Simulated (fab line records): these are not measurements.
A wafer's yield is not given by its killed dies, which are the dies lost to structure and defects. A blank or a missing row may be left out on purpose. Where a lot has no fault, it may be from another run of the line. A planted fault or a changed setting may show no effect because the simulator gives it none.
Chamber matching ; flow n5 finfet ; N5_BEOL_M10_ETCH_62 on rie diel-05 has 4 sister chambers
The step etches SOC in N2/H2, target depth 110 nm, overetch 22 nm, time 165 s. 4 wafers are shown with their chamber, then 7 later ones without.

## EACH WAFER AND ITS CHAMBER
wafer;chamber;showerhead plenum p Torr (Torr)
L083.2;0;2.47
L083.3;1;2.58
L084.2;3;2.69
L084.4;2;2.45

## WAFERS WITHOUT THEIR CHAMBER
wafer;showerhead plenum p Torr (Torr)
L084.5;2.47
L089.1;2.57
L089.5;2.57
L089.6;2.46
L096.1;2.67
L096.4;2.44
L096.5;2.45

## WHICH CHAMBER EACH ONE RAN IN
wafer;from the rows above;in truth
L084.5;can't be placed: 0 or 2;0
L089.1;1;1
L089.5;1;1
L089.6;can't be placed: 2 or 0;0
L096.1;3;3
L096.4;can't be placed: 2 or 0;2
L096.5;can't be placed: 2 or 0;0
Correct placement for 3 of the 7. Not placeable from these rows: 4 (in 4, the candidates include the true chamber). Wrongly placed: 0.
How it was worked out, from the rows above alone: a wafer's distance from a chamber is the root of the sum, over the readings, of the square of ((its reading less the chamber's mean) divided by the reading's scatter). The wafer belongs to the nearest chamber; if the next one is less than 2 further off, it can't be placed. For every chamber, the mean is computed from those of its wafers that are shown. The scatter (one wafer shown for each chamber): square how far every hidden wafer sits from the nearest shown wafer, average those squares and take the square root.
